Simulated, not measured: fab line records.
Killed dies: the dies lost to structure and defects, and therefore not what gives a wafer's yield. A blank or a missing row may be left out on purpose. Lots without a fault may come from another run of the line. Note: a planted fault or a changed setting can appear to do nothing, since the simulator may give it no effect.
Matching of chambers / flow nand-harc / NHARC_A_CONTACT_ALD_18 on ald-metal-03 has 4 sister chambers
The step deposits TiN, target thk 3 nm, pulse time 1 s, ald cycles 150. 18 wafers are shown with their chamber, then 9 later ones without.

WAFERS WITH THEIR CHAMBER
wafer=L074.1; chamber=0; heater-power-w (W)=1070; precursor-pulse-height-rel=0.992
wafer=L074.2; chamber=2; heater-power-w (W)=872; precursor-pulse-height-rel=1.003
wafer=L074.5; chamber=2; heater-power-w (W)=906; precursor-pulse-height-rel=0.962
wafer=L076.1; chamber=1; heater-power-w (W)=1143; precursor-pulse-height-rel=1.013
wafer=L076.5; chamber=3; heater-power-w (W)=1019; precursor-pulse-height-rel=1.044
wafer=L076.6; chamber=2; heater-power-w (W)=878; precursor-pulse-height-rel=0.995
wafer=L079.1; chamber=1; heater-power-w (W)=1147; precursor-pulse-height-rel=1.019
wafer=L079.4; chamber=0; heater-power-w (W)=1063; precursor-pulse-height-rel=1.002
wafer=L079.6; chamber=1; heater-power-w (W)=1143; precursor-pulse-height-rel=1.028
wafer=L080.1; chamber=2; heater-power-w (W)=917; precursor-pulse-height-rel=0.997
wafer=L080.5; chamber=0; heater-power-w (W)=1063; precursor-pulse-height-rel=0.981
wafer=L080.6; chamber=1; heater-power-w (W)=1147; precursor-pulse-height-rel=0.953
wafer=L087.1; chamber=3; heater-power-w (W)=1027; precursor-pulse-height-rel=0.971
wafer=L087.3; chamber=0; heater-power-w (W)=1049; precursor-pulse-height-rel=1.009
wafer=L087.5; chamber=3; heater-power-w (W)=1072; precursor-pulse-height-rel=1.015
wafer=L086.1; chamber=3; heater-power-w (W)=1034; precursor-pulse-height-rel=0.970
wafer=L086.5; chamber=0; heater-power-w (W)=1049; precursor-pulse-height-rel=0.989
wafer=L086.6; chamber=1; heater-power-w (W)=1148; precursor-pulse-height-rel=1.019

SIGNATURES (averages over the wafers above)
reading=heater-power-w; chamber 0=1058.80; chamber 1=1145.60; chamber 2=893.25; chamber 3=1038.00; scatter within a chamber=15.7
reading=precursor-pulse-height-rel; chamber 0=0.99460; chamber 1=1.00640; chamber 2=0.98925; chamber 3=1.00000; scatter within a chamber=0.0255
Rule: a wafer's distance from a chamber is the root of the sum, over the readings, of the square of ((its reading less the chamber's mean) divided by the reading's scatter). The wafer belongs to the nearest chamber; if the next one is less than 2 further off, it can't be placed. The scatter is the square root of a quotient: the sum, over the shown wafers, of each reading's squared deviation from its chamber's mean, divided by wafers minus chambers.

WAFERS WITHOUT THEIR CHAMBER
wafer=L091.1; heater-power-w (W)=922; precursor-pulse-height-rel=1.028
wafer=L091.3; heater-power-w (W)=1023; precursor-pulse-height-rel=1.011
wafer=L091.4; heater-power-w (W)=1157; precursor-pulse-height-rel=0.997
wafer=L093.4; heater-power-w (W)=1054; precursor-pulse-height-rel=1.005
wafer=L093.5; heater-power-w (W)=1015; precursor-pulse-height-rel=0.984
wafer=L093.6; heater-power-w (W)=1049; precursor-pulse-height-rel=1.000
wafer=L096.3; heater-power-w (W)=887; precursor-pulse-height-rel=1.030
wafer=L096.5; heater-power-w (W)=1122; precursor-pulse-height-rel=1.019
wafer=L096.6; heater-power-w (W)=979; precursor-pulse-height-rel=0.996

WHICH CHAMBER EACH ONE RAN IN
wafer=L091.1; from the rows above=2; in truth=2
wafer=L091.3; from the rows above=can't be placed: 3 or 0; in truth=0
wafer=L091.4; from the rows above=1; in truth=1
wafer=L093.4; from the rows above=can't be placed: 0 or 3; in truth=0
wafer=L093.5; from the rows above=can't be placed: 3 or 0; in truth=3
wafer=L093.6; from the rows above=can't be placed: 0 or 3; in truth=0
wafer=L096.3; from the rows above=2; in truth=2
wafer=L096.5; from the rows above=1; in truth=1
wafer=L096.6; from the rows above=can't be placed: 3 or 0 or 2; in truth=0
Placed correctly: 4 of 9. Can't be placed from these rows: 5 (the true chamber is among the candidates in 5). 0 placed wrongly.
